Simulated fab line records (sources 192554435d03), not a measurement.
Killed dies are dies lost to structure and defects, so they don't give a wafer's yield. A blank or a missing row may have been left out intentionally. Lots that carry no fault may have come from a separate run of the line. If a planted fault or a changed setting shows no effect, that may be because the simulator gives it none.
fab line records	flow n5-finfet
record lots=12	wafers=33	last-day=17
route steps=1938 shown BEOL_M14@1716 PASSIVATION@1936
lots that met no fault: taken from a fault-free run of the same line
start-h: hours from the record's first day to the start of the lot's first wafer shown	wait-h: hours elapsed since this lot's preceding step	" identical to the entry in the row above	L1.1+2: a single row standing in for several wafers	- either no value or no given start	* or withheld: withheld	< > ~ a bound
route shown NAME@n: a module of which the file shows steps, and the number in the route of the first	usual: the fault-free wafers' mean and standard deviation	same: alike in all rows	chamber/n: place in a boat	sites: each site's reading	_std_site: standard deviation across them	_edge_site: the outer-site mean with the inner-site mean subtracted	radius-mm: for every site, how far away it sits from the centre of the wafer	mask NAME#n: copy n	behind: tool/chamber where the wafer was last shaped	hold: what put the lot on hold/how long, in hours/how the hold closed	device: names the non-switching transistor (n, p or np)	end of line: at the end of the route, the tests of the same wafers	a step with no rows: only its recipe	killed: count of dies lost to structure and defects at first sort (not the wafer's yield)	map: the dies of a wafer, with x for killed, . for not killed, _ for no die there
set.NAME: setting as actually run; set.NAME@STEP: the setting as run at that earlier step	model.NAME: the simulator's own value behind a step, which no gauge read
the route's steps for a sample of lots (tables are steps, rows are wafers)
services: from which hour (start-h, from the record's first day; less than 0 if before it) a tool's chamber was out of use, for how many hours, and why
## steps
# step N5_BEOL_M14_ILD_DEP_00
# recipe material=SiO2	target-thk-a=11193	temp-c=400	precursor=TEOS/O2	pressure-torr=6.5	rf-w=900	teos-flow-sccm=161.4	gas=O2	flow-sccm=2650	time-s=237.4
# usual heater-power-w=516/65	rf-fwd-power-W=898/3.1	showerhead-plenum-p-Torr=8.34/0.036	throttle-valve-pct=18.4/0.87
# same time-s=237.4
lot.wafer	tool	chamber	start-h	wait-h	heater-power-w	rf-fwd-power-W	showerhead-plenum-p-Torr	throttle-valve-pct
L257.1	pecvd-01	1	229.82	0.0	501	900	8.29	18.7
L257.3	"	1	"	"	420	897	8.28	19.0
L257.5	"	1	"	"	540	904	8.28	18.7
L258.2	pecvd-01	2	244.27	0.0	505	897	8.34	17.3
L258.6	"	2	"	"	603	898	8.35	17.1
L260.2	pecvd-01	2	261.27	0.0	459	896	8.34	17.0
L260.3	"	1	"	"	537	896	8.30	18.7
L261.1	pecvd-01	0	264.90	0.0	483	894	8.38	17.8
L261.4	"	2	"	"	459	899	8.34	17.1
L261.6	"	0	"	"	531	892	8.38	17.7
L262.1	pecvd-03	1	272.63	0.0	481	898	8.31	18.2
L262.2	"	2	"	"	716	901	8.33	18.4
L262.3	"	0	"	"	564	896	8.31	18.7
L263.1	pecvd-02	0	276.19	0.0	542	900	8.34	20.2
L263.5	"	0	"	"	396	900	8.33	20.6
L263.6	"	1	"	"	480	898	8.36	18.8
L266.1	pecvd-01	2	293.17	0.0	588	903	8.36	17.1
L266.2	"	0	"	"	484	899	8.38	17.7
L266.5	"	2	"	"	460	898	8.36	17.1
L265.1	pecvd-01	2	295.33	0.0	577	897	8.36	17.2
L265.3	"	1	"	"	550	891	8.28	18.7
L275.1	pecvd-01	0	346.18	0.0	507	898	8.41	17.6
L275.2	"	2	"	"	564	901	8.36	17.3
L275.3	"	1	"	"	438	899	8.29	18.6
L276.1	pecvd-02	1	371.93	0.0	617	895	8.36	18.6
L276.2	"	2	"	"	465	902	8.34	18.3
L276.3	"	0	"	"	526	899	8.33	20.2
L279.2	pecvd-01	0	378.89	0.0	516	898	8.41	17.6
L279.3	"	1	"	"	543	894	8.30	18.9
L279.6	"	1	"	"	436	895	8.32	18.7
L280.1	pecvd-01	0	383.64	0.0	558	893	8.39	17.6
L280.3	"	2	"	"	530	897	8.35	17.2
L280.6	"	0	"	"	400	894	8.38	17.8
# step N5_BEOL_M14_THK_MEAS_01
# recipe reads=SiO2_of_BEOL_M14_ILD_DEP_00
# usual M14_ILD_THK=1129/16
lot.wafer	tool	chamber	start-h	wait-h	M14_ILD_THK[nm]
L257.1	film-metro-02	-	230.32	0.4	1121
L257.3	"	-	"	"	1141
L257.5	"	-	"	"	1129
L258.2	film-metro-01	-	244.54	0.2	1134
L258.6	"	-	"	"	1142
L260.2	film-metro-02	-	261.46	0.1	1134
L260.3	"	-	"	"	1141
L261.1	film-metro-02	-	265.08	0.1	1096
L261.4	"	-	"	"	1137
L261.6	"	-	"	"	1110
L262.1	film-metro-02	-	272.82	0.1	1144
L262.2	"	-	"	"	1106
L262.3	"	-	"	"	1104
L263.1	film-metro-02	-	276.37	0.1	1116
L263.5	"	-	"	"	1123
L263.6	"	-	"	"	1146
L266.1	film-metro-02	-	293.36	0.1	1121
L266.2	"	-	"	"	1102
L266.5	"	-	"	"	1149
L265.1	film-metro-02	-	295.52	0.1	1127
L265.3	"	-	"	"	1149
L275.1	film-metro-01	-	346.37	0.1	1110
L275.2	"	-	"	"	1109
L275.3	"	-	"	"	1125
L276.1	film-metro-01	-	372.12	0.1	1111
L276.2	"	-	"	"	1116
L276.3	"	-	"	"	1116
L279.2	film-metro-02	-	379.08	0.1	1107
L279.3	"	-	"	"	1127
L279.6	"	-	"	"	1148
L280.1	film-metro-02	-	383.83	0.1	1106
L280.3	"	-	"	"	1125
L280.6	"	-	"	"	1111
# step N5_BEOL_M14_STRIP_64
# recipe chemistry=O2	power-w=600	temp-c=60	pressure-mtorr=30	rf-frequency-hz=6e+07	bias-power-w=0	overash-fraction=0.3	o2-flow-sccm=225
# usual drypump-motor-current-A=5.7/0.42	oes-product-au=0.80/0.085	rf-vpp-V=3.6/0.5	showerhead-plenum-p-Torr=2.12/0.065	throttle-valve-pct=16.54/0.17
# same overash-fraction=0.3
lot.wafer	tool	chamber	start-h	wait-h	drypump-motor-current-A	oes-product-au	rf-hours-counter-h	rf-vpp-V	showerhead-plenum-p-Torr	throttle-valve-pct
L257.1	rie-diel-06	0	-	-	5.7	0.76	149	3.5	2.06	16.33
L257.3	"	2	"	"	6.1	0.74	185	3.0	2.17	16.30
L257.5	"	3	"	"	5.7	0.72	-	3.0	2.04	16.71
L258.2	rie-diel-05	3	-	-	5.6	0.87	35	4.1	2.23	16.50
L258.6	"	0	"	"	6.1	0.73	-	2.9	2.14	16.44
L260.2	rie-diel-05	3	-	-	5.6	0.87	40	2.7	2.23	16.51
L260.3	"	0	"	"	6.1	0.73	220	3.3	2.13	16.47
L261.1	rie-diel-06	0	-	-	5.7	0.74	163	2.5	2.06	16.35
L261.4	"	3	"	"	5.8	0.72	-	4.3	2.04	16.73
L261.6	"	2	"	"	6.1	0.73	-	4.4	2.16	16.32
L262.1	rie-diel-05	3	-	-	5.6	0.85	43	5.0	2.23	16.50
L262.2	"	2	"	"	6.3	0.76	130	3.3	2.21	16.74
L262.3	"	1	"	"	5.2	0.94	26	3.4	2.14	16.47
L263.1	rie-diel-06	2	-	-	6.1	0.72	204	3.7	2.16	16.33
L263.5	"	0	"	"	5.7	0.74	-	4.1	2.06	16.37
L263.6	"	3	"	"	5.8	0.71	-	3.6	2.04	16.75
L266.1	rie-diel-04	0	-	-	5.9	0.86	61	3.8	2.04	16.46
L266.2	"	3	"	"	5.4	0.87	48	3.9	2.07	16.59
L266.5	"	1	"	"	5.1	0.93	-	3.5	2.14	16.70
L265.1	rie-diel-06	3	-	-	5.8	0.70	231	3.3	2.03	16.75
L265.3	"	2	"	"	6.1	0.71	212	3.7	2.16	16.33
L275.1	rie-diel-05	2	-	-	6.3	0.76	156	4.1	2.20	16.77
L275.2	"	1	"	"	5.2	0.89	54	3.0	2.13	16.56
L275.3	"	3	"	"	5.6	0.81	74	4.3	2.22	16.56
L276.1	rie-diel-04	2	-	-	4.8	0.87	50	4.1	2.14	16.72
L276.2	"	3	"	"	5.4	0.82	76	3.8	2.06	16.67
L276.3	"	0	"	"	5.9	0.82	90	3.8	2.03	16.50
L279.2	rie-diel-04	3	-	-	5.4	0.83	78	3.3	2.06	16.69
L279.3	"	0	"	"	5.9	0.81	92	4.5	2.03	16.49
L279.6	"	3	"	"	5.4	0.82	-	3.6	2.06	16.66
L280.1	rie-diel-05	0	-	-	6.1	0.96	4	3.3	2.12	16.10
L280.3	"	1	"	"	5.2	0.87	70	2.9	2.13	16.57
L280.6	"	0	"	"	6.1	0.96	-	2.9	2.12	16.12
# step N5_BEOL_M14_COAT_22
# recipe spin-rpm=2888	resist-thk-nm=300
# usual chill-plate-temp-C=23.00/0.096	spin-speed-rpm=2888.2/1.9
lot.wafer	tool	chamber	start-h	wait-h	chill-plate-temp-C	spin-speed-rpm
L257.1	litho-track-05	0	231.28	-	22.94	2885.5
L257.3	"	0	"	"	23.01	2887.5
L257.5	"	0	"	"	22.95	2888.4
L258.2	litho-track-05	0	249.01	-	22.81	2884.6
L258.6	"	0	"	"	22.94	2884.5
L260.2	litho-track-05	0	263.20	-	22.99	2890.1
L260.3	"	0	"	"	22.93	2888.6
L261.1	litho-track-03	0	266.08	-	22.97	2886.8
L261.4	"	0	"	"	23.05	2886.7
L261.6	"	0	"	"	22.95	2887.5
L262.1	litho-track-04	0	273.82	-	23.00	2890.3
L262.2	"	0	"	"	23.02	2889.3
L262.3	"	0	"	"	22.97	2890.6
L263.1	litho-track-03	0	277.72	-	23.12	2888.3
L263.5	"	0	"	"	22.94	2887.1
L263.6	"	0	"	"	22.97	2887.2
L266.1	litho-track-05	0	294.27	-	23.12	2891.5
L266.2	"	0	"	"	23.00	2887.6
L266.5	"	0	"	"	23.07	2891.2
L265.1	litho-track-04	0	296.56	-	23.11	2891.7
L265.3	"	0	"	"	23.01	2888.8
L275.1	litho-track-03	0	347.44	-	23.02	2289.9
L275.2	"	0	"	"	22.95	2288.4
L275.3	"	0	"	"	22.91	2289.7
L276.1	litho-track-03	0	373.00	-	23.03	2287.4
L276.2	"	0	"	"	22.99	2287.2
L276.3	"	0	"	"	22.96	2286.7
L279.2	litho-track-04	0	379.96	-	23.18	2888.2
L279.3	"	0	"	"	23.04	2888.3
L279.6	"	0	"	"	23.00	2888.7
L280.1	litho-track-04	0	384.70	-	22.93	2886.9
L280.3	"	0	"	"	22.95	2883.5
L280.6	"	0	"	"	23.15	2886.6
# step N5_PASSIVATION_PROBE_49
# usual defect-limited-yield=91.8/1.5	killed_at_M0_to_M3=33/11	killed_at_M4_up=13/5	killed-at-contacts=11/5.6	killed-at-front-end=36/12	killed-at-other=3.4/2.5	killed-dies=97/18	killed-on-rim=12/4.2	killed-open=64/13	killed-short=31/6.9	sort_bin_4_leakage=0.01/0.048	sort_bin_5_function=4.8/1	sort_bin_6_memory=3.1/0.64	sort_bin_8_speed=0.00/0.014	sort-n-pass=1083/18	sort-yield-pct=91.8/1.5
# same gross-dies=1180	killed-at-back-side=0
lot.wafer	tool	chamber	start-h	wait-h	defect-limited-yield[%]	killed_at_M0_to_M3	killed_at_M4_up	killed-at-contacts	killed-at-front-end	killed-at-other	killed-dies	killed-on-rim	killed-open	killed-short	sort_bin_4_leakage[%]	sort_bin_5_function[%]	sort_bin_6_memory[%]	sort_bin_8_speed[%]	sort-n-pass	sort-yield-pct[%]
L257.1	prober-02	-	266.92	0.0	93.1	10	18	12	36	5	81	9	49	31	0	4.2	2.5	0	1099	93.1
L257.3	prober-02	-	267.02	0.1	91.7	28	21	23	24	2	98	12	70	28	0	5.3	2.8	0	1082	91.7
L257.5	prober-02	-	267.12	0.2	91.5	32	17	12	33	6	100	14	67	32	0	5.0	3.0	0.08	1080	91.5
L258.2	prober-02	-	277.19	0.1	92.5	31	13	7	35	2	88	10	60	28	0	3.7	3.5	0	1092	92.5
L258.6	prober-02	-	277.39	0.3	92.1	47	10	9	27	0	93	6	57	35	0	4.0	3.6	0	1087	92.1
L260.2	prober-01	-	286.15	0.1	92.0	41	12	7	26	8	94	14	64	30	0	4.3	3.4	0	1086	92.0
L260.3	prober-01	-	286.20	0.1	91.7	38	17	3	32	8	98	12	65	33	0	5.3	2.8	0	1082	91.7
L261.1	prober-01	-	289.89	0.0	91.7	37	2	10	46	3	98	20	68	30	0	4.0	4.1	0	1082	91.7
L261.4	prober-01	-	290.04	0.2	91.8	27	10	13	45	2	97	12	62	34	0	5.1	2.8	0	1083	91.8
L261.6	prober-01	-	290.14	0.3	93.5	24	5	13	33	2	77	8	50	26	0	4.0	2.5	0	1103	93.5
L262.1	prober-01	-	296.24	0.0	91.0	43	15	4	36	8	106	13	66	40	0	6.1	2.4	0	1074	91.0
L262.2	prober-01	-	296.29	0.1	91.4	57	11	3	25	6	102	16	76	26	0	5.3	3.1	0	1078	91.4
L262.3	prober-01	-	296.34	0.1	92.2	37	13	5	36	1	92	11	59	32	0	4.5	3.1	0	1088	92.2
L263.1	prober-02	-	300.55	0.0	92.6	16	19	11	36	5	87	11	59	26	0	4.7	2.5	0	1093	92.6
L263.5	prober-02	-	300.75	0.2	92.1	22	19	19	28	5	93	11	72	21	0	5.2	2.5	0	1087	92.1
L263.6	prober-02	-	300.80	0.3	91.9	25	12	12	41	5	95	8	63	30	0	5.3	2.7	0	1085	91.9
L266.1	prober-02	-	325.74	0.0	93.2	24	20	8	25	3	80	9	55	25	0	4.3	2.4	0	1100	93.2
L266.2	prober-02	-	325.79	0.1	93.6	23	15	13	25	0	76	10	49	27	0	4.5	1.9	0	1104	93.6
L266.5	prober-02	-	325.94	0.2	90.6	50	12	17	30	2	111	9	70	41	0	5.6	3.6	0	1069	90.6
L265.1	prober-01	-	327.44	0.0	93.6	20	7	11	32	6	76	6	49	26	0	3.1	3.1	0	1104	93.6
L265.3	prober-01	-	327.54	0.1	92.5	24	12	16	35	1	88	10	59	28	0.17	4.1	3.2	0	1090	92.4
L275.1	prober-01	-	373.95	0.0	90.9	35	16	11	42	3	107	10	56	43	0	5.4	3.0	0	1073	90.9
L275.2	prober-01	-	374.00	0.1	92.8	36	9	7	31	2	85	16	39	44	0	3.9	3.0	0	1095	92.8
L275.3	prober-01	-	374.05	0.1	91.4	35	15	4	46	1	101	18	62	27	0	5.0	2.5	0	1079	91.4
L276.1	prober-02	-	400.22	0.0	91.9	44	7	17	20	8	96	17	66	28	0	5.3	2.8	0	1084	91.9
L276.2	prober-02	-	400.27	0.1	93.1	36	3	11	27	4	81	4	53	28	0	4.2	2.5	0	1099	93.1
L276.3	prober-02	-	400.32	0.1	92.5	38	8	5	32	6	89	14	54	35	0	4.0	3.1	0	1091	92.5
L279.2	prober-02	-	409.43	0.1	93.3	36	4	10	29	0	79	17	51	28	0	4.1	2.5	0	1101	93.3
L279.3	prober-02	-	409.48	0.1	93.1	26	20	3	33	0	82	12	57	24	0	3.7	2.9	0	1098	93.1
L279.6	prober-02	-	409.63	0.3	90.9	38	17	13	39	0	107	11	80	27	0	5.2	3.9	0	1073	90.9
L280.1	prober-01	-	409.45	0.0	91.7	36	12	11	35	4	98	15	63	33	0	5.3	2.9	0	1082	91.7
L280.3	prober-01	-	409.55	0.1	89.6	48	14	3	52	6	123	16	85	38	0	6.0	4.2	0	1057	89.6
L280.6	prober-01	-	409.70	0.3	89.8	56	21	10	24	9	120	8	77	41	0	6.0	3.9	0	1060	89.8
# killed by level:class
L257.1 FIN_SAQP:geometric-particle:open=14 FIN_SAQP:geometric-particle:short=11 BEOL_M4:geometric-particle:open=10 MOL_CONTACT_COAG:geometric-particle:open=9 MOL_CONTACT_COAG:geometric-particle:short=3 MIM_TOP:geometric-particle:short=3 STARTING-WAFER:geometric-particle:short=3 GATE_CUT:geometric-particle:short=2
L257.3 MOL_CONTACT_COAG:geometric-particle:open=18 BEOL_M0_SAQP:geometric-particle:short=10 BEOL_M4:geometric-particle:open=9 FIN_SAQP:geometric-particle:open=8 BEOL_M0_SAQP:geometric-particle:open=8 MOL_CONTACT_COAG:geometric-particle:short=5 STI_FIN_REVEAL:geometric-particle:open=3 BEOL_M1:geometric-particle:open=3
L257.5 FIN_SAQP:geometric-particle:open=12 MOL_CONTACT_COAG:geometric-particle:open=10 BEOL_M0_SAQP:geometric-particle:short=9 BEOL_M4:geometric-particle:open=9 BEOL_M0_SAQP:geometric-particle:open=8 STARTING-WAFER:geometric-particle:open=5 BEOL_M1:geometric-particle:open=4 BEOL_M3:geometric-particle:open=4
L258.2 BEOL_M2:geometric-particle:open=9 GATE_CUT:geometric-particle:short=8 GATE_CUT:geometric-particle:open=6 MOL_CONTACT_COAG:geometric-particle:open=6 DUMMY_GATE:geometric-particle:open=5 BEOL_M0_SAQP:geometric-particle:open=5 BEOL_M0_SAQP:geometric-particle:short=4 BEOL_M1:geometric-particle:open=4
L258.6 BEOL_M1:geometric-particle:open=17 BEOL_M0_SAQP:geometric-particle:short=11 GATE_CUT:geometric-particle:short=6 MOL_CONTACT_COAG:geometric-particle:open=6 BEOL_M2:geometric-particle:open=6 BEOL_M4:geometric-particle:open=5 FIN_SAQP:geometric-particle:open=4 STI_FIN_REVEAL:geometric-particle:open=4
L260.2 BEOL_M0_SAQP:geometric-particle:short=14 FIN_SAQP:geometric-particle:open=11 BEOL_M0_SAQP:geometric-particle:open=11 BEOL_M3:geometric-particle:open=6 MOL_CONTACT_COAG:geometric-particle:open=5 BEOL_M4:geometric-particle:open=5 GATE_CUT:geometric-particle:short=4 BEOL_M0:geometric-particle:open=4
L260.3 FIN_SAQP:geometric-particle:open=12 BEOL_M0_SAQP:geometric-particle:short=11 BEOL_M0_SAQP:geometric-particle:open=10 BEOL_M4:geometric-particle:open=9 FIN_SAQP:geometric-particle:short=5 BEOL_M2:geometric-particle:open=5 DUMMY_GATE:geometric-particle:open=4 BEOL_M1:geometric-particle:open=4
L261.1 FIN_SAQP:geometric-particle:open=15 BEOL_M1:geometric-particle:open=10 FIN_SAQP:geometric-particle:short=8 MOL_CONTACT_COAG:geometric-particle:open=8 BEOL_M3:geometric-particle:open=8 STI_FIN_REVEAL:geometric-particle:open=5 BEOL_M0_SAQP:geometric-particle:open=5 BEOL_M0_SAQP:geometric-particle:short=5
L261.4 MOL_CONTACT_COAG:geometric-particle:open=13 FIN_SAQP:geometric-particle:open=10 GATE_CUT:geometric-particle:short=8 STI_FIN_REVEAL:geometric-particle:open=6 BEOL_M0_SAQP:geometric-particle:short=6 BEOL_M0_SAQP:geometric-particle:open=6 BEOL_M2:geometric-particle:open=6 STARTING-WAFER:geometric-particle:short=5
L261.6 MOL_CONTACT_COAG:geometric-particle:open=11 BEOL_M0_SAQP:geometric-particle:short=8 FIN_SAQP:geometric-particle:short=7 FIN_SAQP:geometric-particle:open=6 BEOL_M0_SAQP:geometric-particle:open=6 GATE_CUT:geometric-particle:open=5 BEOL_M3:geometric-particle:open=4 STI_FIN_REVEAL:geometric-particle:open=3
L262.1 BEOL_M2:geometric-particle:open=12 BEOL_M4:geometric-particle:open=12 BEOL_M3:geometric-particle:open=9 FIN_SAQP:geometric-particle:open=8 BEOL_M0_SAQP:geometric-particle:short=7 BEOL_M1:geometric-particle:open=6 FIN_SAQP:geometric-particle:short=5 GATE_CUT:geometric-particle:short=4
L262.2 BEOL_M0_SAQP:geometric-particle:open=19 BEOL_M2:geometric-particle:open=14 BEOL_M3:geometric-particle:open=10 BEOL_M0_SAQP:geometric-particle:short=8 FIN_SAQP:geometric-particle:open=6 STARTING-WAFER:geometric-particle:short=4 FIN_SAQP:geometric-particle:short=3 STI_FIN_REVEAL:geometric-particle:open=3
L262.3 BEOL_M3:geometric-particle:open=11 BEOL_M0_SAQP:geometric-particle:short=8 STI_FIN_REVEAL:geometric-particle:open=7 BEOL_M0_SAQP:geometric-particle:open=6 FIN_SAQP:geometric-particle:open=5 STI_FIN_REVEAL:geometric-particle:short=5 MOL_CONTACT_COAG:geometric-particle:open=4 BEOL_M3:geometric-particle:short=4
L263.1 STI_FIN_REVEAL:geometric-particle:open=10 FIN_SAQP:geometric-particle:open=7 MOL_CONTACT_COAG:geometric-particle:open=7 BEOL_M4:geometric-particle:open=7 BEOL_M0_SAQP:geometric-particle:open=6 DUMMY_GATE:geometric-particle:open=4 BEOL_M0_SAQP:geometric-particle:short=4 MOL_CONTACT_COAG:geometric-particle:short=4
L263.5 MOL_CONTACT_COAG:geometric-particle:open=16 STI_FIN_REVEAL:geometric-particle:open=9 BEOL_M0_SAQP:geometric-particle:short=8 BEOL_M4:geometric-particle:open=7 BEOL_M2:geometric-particle:open=6 FIN_SAQP:geometric-particle:open=5 BEOL_M0_SAQP:geometric-particle:open=4 BEOL_M5:geometric-particle:open=4
L263.6 STI_FIN_REVEAL:geometric-particle:open=12 MOL_CONTACT_COAG:geometric-particle:open=9 GATE_CUT:geometric-particle:short=7 BEOL_M0_SAQP:geometric-particle:open=7 DUMMY_GATE:geometric-particle:open=6 BEOL_M2:geometric-particle:open=6 FIN_SAQP:geometric-particle:open=4 BEOL_M0_SAQP:geometric-particle:short=4
L266.1 BEOL_M0_SAQP:geometric-particle:open=8 FIN_SAQP:geometric-particle:open=6 FIN_SAQP:geometric-particle:short=6 BEOL_M0_SAQP:geometric-particle:short=5 BEOL_M4:geometric-particle:open=5 STI_FIN_REVEAL:geometric-particle:open=4 BEOL_M5:geometric-particle:open=4 MOL_CONTACT_COAG:geometric-particle:short=4
L266.2 MOL_CONTACT_COAG:geometric-particle:open=10 FIN_SAQP:geometric-particle:open=8 STI_FIN_REVEAL:geometric-particle:open=6 BEOL_M0_SAQP:geometric-particle:short=5 BEOL_M4:geometric-particle:open=5 BEOL_M0_SAQP:geometric-particle:open=4 BEOL_M5:geometric-particle:open=4 FIN_SAQP:geometric-particle:short=3
L266.5 BEOL_M0_SAQP:geometric-particle:short=18 MOL_CONTACT_COAG:geometric-particle:open=15 BEOL_M0_SAQP:geometric-particle:open=14 BEOL_M2:geometric-particle:short=7 STI_FIN_REVEAL:geometric-particle:open=6 BEOL_M0:geometric-particle:open=5 BEOL_M4:geometric-particle:open=4 FIN_SAQP:geometric-particle:open=3
L265.1 MOL_CONTACT_COAG:geometric-particle:open=10 FIN_SAQP:geometric-particle:short=8 FIN_SAQP:geometric-particle:open=7 BEOL_M3:geometric-particle:open=7 BEOL_M0_SAQP:geometric-particle:open=5 PASS1_CAP:geometric-particle:short=4 STARTING-WAFER:geometric-particle:short=4 STI_FIN_REVEAL:geometric-particle:open=3
L265.3 STI_FIN_REVEAL:geometric-particle:open=10 MOL_CONTACT_COAG:geometric-particle:open=10 FIN_SAQP:geometric-particle:open=8 BEOL_M4:geometric-particle:open=7 MOL_CONTACT_COAG:geometric-particle:short=6 GATE_CUT:geometric-particle:short=5 BEOL_M2:geometric-particle:open=5 BEOL_M0_SAQP:geometric-particle:short=4
L275.1 FIN_SAQP:geometric-particle:short=11 BEOL_M2:geometric-particle:open=9 MOL_CONTACT_COAG:geometric-particle:open=7 BEOL_M0_SAQP:geometric-particle:open=7 BEOL_M0_SAQP:geometric-particle:short=6 HKMG_FIN:area-etch=5 FIN_SAQP:geometric-particle:open=4 STI_FIN_REVEAL:geometric-particle:open=4
L275.2 BEOL_M0_SAQP:geometric-particle:short=12 BEOL_M2:geometric-particle:open=6 FIN_SAQP:geometric-particle:short=5 STI_FIN_REVEAL:geometric-particle:open=4 GATE_CUT:geometric-particle:short=4 MOL_CONTACT_COAG:geometric-particle:open=4 BEOL_M1:geometric-particle:open=4 FIN_SAQP:geometric-particle:open=3
L275.3 BEOL_M0_SAQP:geometric-particle:open=10 FIN_SAQP:geometric-particle:short=10 BEOL_M2:geometric-particle:open=9 HKMG_FIN:area-etch=9 GATE_CUT:geometric-particle:short=6 BEOL_M4:geometric-particle:open=6 STI_FIN_REVEAL:geometric-particle:open=5 ILD0:geometric-particle:open=5
L276.1 BEOL_M2:geometric-particle:open=20 MOL_CONTACT_COAG:geometric-particle:open=13 BEOL_M0_SAQP:geometric-particle:short=12 BEOL_M0_SAQP:geometric-particle:open=7 FIN_SAQP:geometric-particle:open=3 STI_FIN_REVEAL:geometric-particle:open=3 MOL_CONTACT_COAG:geometric-particle:short=3 FIN_SAQP:geometric-particle:short=2
L276.2 MOL_CONTACT_COAG:geometric-particle:open=11 BEOL_M0_SAQP:geometric-particle:short=9 BEOL_M3:geometric-particle:open=9 BEOL_M0_SAQP:geometric-particle:open=8 FIN_SAQP:geometric-particle:short=7 BEOL_M2:geometric-particle:open=5 STI_FIN_REVEAL:geometric-particle:open=3 DUMMY_GATE:geometric-particle:open=3
L276.3 BEOL_M0_SAQP:geometric-particle:short=9 BEOL_M2:geometric-particle:open=6 DUMMY_GATE:geometric-particle:open=6 BEOL_M1:geometric-particle:open=6 BEOL_M3:geometric-particle:open=6 STARTING-WAFER:geometric-particle:short=6 BEOL_M0_SAQP:geometric-particle:open=5 MOL_CONTACT_COAG:geometric-particle:open=4
L279.2 MOL_CONTACT_COAG:geometric-particle:open=9 FIN_SAQP:geometric-particle:short=8 BEOL_M1:geometric-particle:open=7 BEOL_M0:geometric-particle:open=5 BEOL_M2:geometric-particle:open=5 BEOL_M3:geometric-particle:open=5 STI_FIN_REVEAL:geometric-particle:open=4 GATE_CUT:geometric-particle:short=4
L280.1 BEOL_M2:geometric-particle:open=11 STI_FIN_REVEAL:geometric-particle:open=10 MOL_CONTACT_COAG:geometric-particle:open=10 BEOL_M0_SAQP:geometric-particle:short=8 BEOL_M3:geometric-particle:open=7 STARTING-WAFER:geometric-particle:short=6 FIN_SAQP:geometric-particle:open=4 BEOL_M1:geometric-particle:open=4
L279.3 BEOL_M4:geometric-particle:open=11 STI_FIN_REVEAL:geometric-particle:open=8 BEOL_M2:geometric-particle:open=8 BEOL_M3:geometric-particle:short=5 STARTING-WAFER:geometric-particle:open=5 FIN_SAQP:geometric-particle:open=4 BEOL_M0_SAQP:geometric-particle:open=4 FIN_SAQP:geometric-particle:short=3
L280.3 FIN_SAQP:geometric-particle:open=23 BEOL_M1:geometric-particle:open=16 FIN_SAQP:geometric-particle:short=10 BEOL_M0_SAQP:geometric-particle:open=8 BEOL_M2:geometric-particle:open=8 BEOL_M0_SAQP:geometric-particle:short=6 DUMMY_GATE:geometric-particle:open=4 BEOL_M3:geometric-particle:open=4
L279.6 BEOL_M2:geometric-particle:open=11 BEOL_M4:geometric-particle:open=11 FIN_SAQP:geometric-particle:short=10 MOL_CONTACT_COAG:geometric-particle:open=10 DUMMY_GATE:geometric-particle:open=10 BEOL_M3:geometric-particle:open=7 STI_FIN_REVEAL:geometric-particle:open=6 BEOL_M1:geometric-particle:open=6
L280.6 BEOL_M2:geometric-particle:open=15 BEOL_M1:geometric-particle:open=10 BEOL_M0_SAQP:geometric-particle:open=10 BEOL_M3:geometric-particle:short=10 BEOL_M0_SAQP:geometric-particle:short=7 FIN_SAQP:geometric-particle:open=6 MOL_CONTACT_COAG:geometric-particle:open=6 BEOL_M4:geometric-particle:open=6
## services
tool	chamber	start-h	hours	kind
rie-diel-06	0	207.22	4.4	repair
litho-track-03	-	211.68	-	consumable-replace:filter
rie-diel-04	2	217.90	5.7	repair
pecvd-03	-	221.28	2.8	pm
pecvd-02	-	225.45	14.6	pm
pecvd-01	0	226.24	23.5	repair
rie-diel-05	0	230.90	5.1	repair
pecvd-01	2	233.26	6.5	repair
pecvd-01	-	237.10	5.5	pm
rie-diel-06	3	245.02	16.7	repair
pecvd-01	-	246.30	0.3	repair
pecvd-01	-	265.34	11.7	repair
rie-diel-06	2	302.78	3.3	repair
pecvd-02	2	305.69	20.6	repair
rie-diel-04	3	307.04	5.2	repair
rie-diel-04	1	324.53	5.2	repair
pecvd-03	1	333.33	3.7	repair
litho-track-03	-	334.11	-	consumable-replace:filter
rie-diel-05	2	336.31	4.8	repair
rie-diel-05	0	341.11	-	clean
rie-diel-05	0	341.11	-	consumable-replace:focus-ring
rie-diel-05	0	341.11	30.5	scheduled-down
rie-diel-05	0	341.11	30.5	vent-cycle
rie-diel-05	0	379.50	2.6	repair
## key
first-sign step=N5_BEOL_M14_COAT_22	reading=spin-speed-rpm	direction=down	sigmas=99+	usual=*	struck=*
effect none on later readings
met-at N5_BEOL_M14_COAT_22
struck-lots L275,L276
not-acting-at N5_BEOL_M14_ILD_DEP_00,N5_BEOL_M14_THK_MEAS_01,N5_BEOL_M14_STRIP_64
onset-between 277.72 347.44
fault kind=process-parameter-drift	tool=litho-track-03	chamber=-	onset-h=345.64	steps=N5_BEOL_M14_COAT_22	channel=spin-rpm	offset=*	shape=step	end-h=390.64	acts-in=*	stated=*
